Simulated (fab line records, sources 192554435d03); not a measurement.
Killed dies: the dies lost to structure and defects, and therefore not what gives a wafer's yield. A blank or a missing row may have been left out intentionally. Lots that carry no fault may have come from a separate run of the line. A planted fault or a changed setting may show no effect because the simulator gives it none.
A single fault, viewed from 2 desks || flow n5Finfet || each desk holds nothing but its own numbers, with what lay behind them at the end

TOOL OWNER'S DESK, pvdSputter-01
The tool's own readings at N5_BEOL_M3_SPUTTER_81 (material Cu, target thk 4.5 nm, time 8.29 s): means of the sampled wafers that have a number, for each lot that ran on this tool. Any lot whose mean is over 4 standard deviations away from the usual mean is out of limits and marked OUT; that distance is given in the brackets.
Columns: A = chuckSensorTempC at N5_BEOL_M3_SPUTTER_81, usual -16.0 C; B = substrateTempC at N5_BEOL_M3_SPUTTER_81, usual -20.01 C; C = throttleValvePct at N5_BEOL_M3_SPUTTER_81, usual 30.0 %
{"lot": "L372", "first seen here": "day 7 20:14", "A": -16.1, "B": -20.08, "C": 30.5}
{"lot": "L382", "first seen here": "day 10 13:04", "A": -15.7, "B": -19.99, "C": 30.0}
This desk found nothing out of limits on any of the 2 lots.

THE METROLOGY DESK
Means of the sampled wafers that have a number, per lot and without regard to the tool the lot ran on: this is what the gauges read. Any lot whose mean is over 4 standard deviations away from the usual mean is out of limits and marked OUT; that distance is given in the brackets.
Columns: A = cdNm at N5_PASSIVATION_CD_MEAS_44, usual 40002 nm
{"lot": "L370", "first seen here": "day 12 06:58", "A": 39999}
{"lot": "L372", "first seen here": "day 12 10:22", "A": 39995}
{"lot": "L374", "first seen here": "day 12 21:05", "A": 39999}
{"lot": "L382", "first seen here": "day 15 05:17", "A": 40001}
{"lot": "L383", "first seen here": "day 15 09:06", "A": 39998}
{"lot": "L386", "first seen here": "day 15 12:58", "A": 40001}
{"lot": "L387", "first seen here": "day 16 13:32", "A": 40008}
{"lot": "L388", "first seen here": "day 16 19:45", "A": 40008}
{"lot": "L389", "first seen here": "day 17 00:41", "A": 40008}
{"lot": "L390", "first seen here": "day 17 05:07", "A": 40001}
{"lot": "L392", "first seen here": "day 17 11:11", "A": 40005}
This desk found nothing out of limits on any of the 11 lots.

PUT TOGETHER
The desk of the tool owner found nothing out of limits.
The metrology desk saw nothing out of limits.

WHAT HAD BEEN PUT IN BY THE SIMULATOR
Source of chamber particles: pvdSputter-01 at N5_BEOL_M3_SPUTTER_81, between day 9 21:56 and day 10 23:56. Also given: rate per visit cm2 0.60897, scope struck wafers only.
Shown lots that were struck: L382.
